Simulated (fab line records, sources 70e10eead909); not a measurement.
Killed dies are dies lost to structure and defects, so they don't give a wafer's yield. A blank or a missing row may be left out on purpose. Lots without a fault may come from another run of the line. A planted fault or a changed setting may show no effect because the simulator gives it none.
Which tool did it? | flow nand_harc | 6 lots, 16 wafers sampled, at 4 steps of a route of 1302

WHAT THE GAUGES READ, wafer by wafer
NHARC_A_ONON_D2_THK_MEAS_21: measures by ellipsometry.
lot  | measured     | on            | thk_nm (nm)
L316 | day 14 04:32 | film_metro-02 | 1009 1010 1010
L317 | day 15 00:22 | film_metro-01 | 999 1000 999
L321 | day 16 04:41 | film_metro-02 | 989 990 989
L325 | day 18 11:55 | film_metro-01 | 1010 1009 1010
L330 | day 20 09:52 | film_metro-02 | 1557 1559
L333 | day 21 04:20 | film_metro-02 | 1574 1575

WHICH TOOL RAN EACH LOT (tool, then ch and the chambers of the sampled wafers, then the start)
lot  | NHARC_A_CHANNEL_FILL_D1_ETCHBACK_19 | NHARC_A_DECK1_JOINT_ETCHBACK_00  | NHARC_A_ONON_D2_DEP_19
L316 | rie_si-05 ch 0,1,2, day 11 09:04    | rie_si-06 ch 0,1, day 12 19:43   | pecvd_onon-01 ch 0, day 14 04:11
L317 | rie_si-02 ch 0,1,2, day 11 21:12    | rie_si-04 ch 0,1, day 13 09:16   | pecvd_onon-01 ch 0, day 14 23:52
L321 | rie_si-03 ch 0,3, day 13 04:58      | rie_si-06 ch 1,2, day 14 15:29   | pecvd_onon-03 ch 0, day 16 04:14
L325 | rie_si-03 ch 0,2,3, day 15 06:52    | rie_si-04 ch 1,2,3, day 16 17:15 | pecvd_onon-01 ch 0, day 18 11:24
L330 | rie_si-05 ch 1, day 17 09:13        | rie_si-01 ch 0, day 18 23:53     | pecvd_onon-03 ch 0, day 20 09:22
L333 | rie_si-03 ch 0,1, day 18 07:26      | rie_si-04 ch 2,3, day 19 21:35   | pecvd_onon-03 ch 0, day 21 03:50
- NHARC_A_CHANNEL_FILL_D1_ETCHBACK_19: etches the open film in HBr/Cl2, target depth 5 nm, time 1.7 s.
- NHARC_A_DECK1_JOINT_ETCHBACK_00: etches the open film in HBr, target depth 30 nm, time 17.4 s.
- NHARC_A_ONON_D2_DEP_19: target thk 1000 nm.

THE ANSWER, worked out from the rows above alone
Rule: what is usual is taken from the lots themselves. Put in order of their means at a reading, lots are off if they are a third of the lots or fewer, leave a main group of 4 or more, and stand apart from it by a gap of 3 or more times the standard deviation of the main group's means; of several such gaps the widest counts. A main group whose means are all the same, to the digits that the tables above print for the reading, isn't used. A lot without any number at a reading at which 4 lots or more have one is off too. The other lots that the step has rows for count as sound.
Off: L330, L333, at NHARC_A_ONON_D2_THK_MEAS_21 (thk_nm). The main group: mean 1002 nm, standard deviation 8.4.
A tool fits if, at a process step before that reading, it ran every lot that is off, and no sound lot after the first of them. The gauges at NHARC_A_ONON_D2_THK_MEAS_21 are tried like those tools. Can't be told from this: 2 tools fit, pecvd_onon-03 at NHARC_A_ONON_D2_DEP_19, film_metro-02 at NHARC_A_ONON_D2_THK_MEAS_21.

WHAT THE SIMULATOR HAD PUT IN
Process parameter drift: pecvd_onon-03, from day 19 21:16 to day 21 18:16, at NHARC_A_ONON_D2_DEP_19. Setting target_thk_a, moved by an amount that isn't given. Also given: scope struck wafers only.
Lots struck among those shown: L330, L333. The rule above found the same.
